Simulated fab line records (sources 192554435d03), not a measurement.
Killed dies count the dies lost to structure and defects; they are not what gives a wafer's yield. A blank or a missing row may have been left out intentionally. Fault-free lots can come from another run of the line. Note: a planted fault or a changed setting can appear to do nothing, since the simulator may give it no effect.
Chamber matching	flow n5 finfet	rie diel-02 running N5_GATE_CUT_ETCH_19: 3 sister chambers
The step etches SiNx in CH3F/O2, target depth 53.7 nm, time 76.7 s. 14 wafers are shown with their chamber, then 4 later ones without.

== EACH WAFER AND ITS CHAMBER ==
wafer	chamber	rf vpp V (V)	etch rf on time s (s)	showerhead plenum p Torr (Torr)
L074.4	1	308	75.8	2.04
L074.5	1	308	76.6	2.04
L074.6	0	297	74.0	2.04
L077.3	1	308	76.0	2.04
L077.4	3	288	79.8	2.00
L077.5	0	297	74.4	2.04
L087.1	0	295	74.6	2.03
L087.5	0	297	74.1	2.03
L087.6	1	307	77.3	2.03
L091.2	0	296	73.4	2.03
L091.3	3	288	81.6	1.99
L091.5	3	288	81.4	1.99
L093.1	0	298	73.1	2.03
L093.2	1	310	76.5	2.03

SIGNATURES (averages over the wafers above)
reading	chamber 0	chamber 1	chamber 3	scatter within a chamber
rf vpp V	296.67	308.20	288.00	0.96
etch rf on time s	73.933	76.440	80.933	0.674
showerhead plenum p Torr	2.0333	2.0360	1.9933	0.00539
Rule: for a wafer and a chamber, the distance is found by dividing, reading by reading, the gap between the wafer's reading and the chamber's mean by the reading's scatter, squaring, summing and taking the root. The wafer belongs to the nearest chamber; if the next one is less than 2 further off, it can't be placed. The scatter: take each reading less its chamber's mean, square it, sum over the shown wafers, divide by the number of wafers less the number of chambers, and take the root.

== WAFERS MISSING THEIR CHAMBER ==
wafer	rf vpp V (V)	etch rf on time s (s)	showerhead plenum p Torr (Torr)
L093.6	297	73.2	2.03
L096.1	296	73.6	2.03
L096.4	309	76.1	2.03
L097.4	288	81.1	1.99

== WHICH CHAMBER EACH ONE RAN IN ==
wafer	from the rows above	in truth
L093.6	0	0
L096.1	0	0
L096.4	1	1
L097.4	3	3
Correct placement for 4 of the 4. Left unplaced by these rows: 0. Wrongly placed: 0.
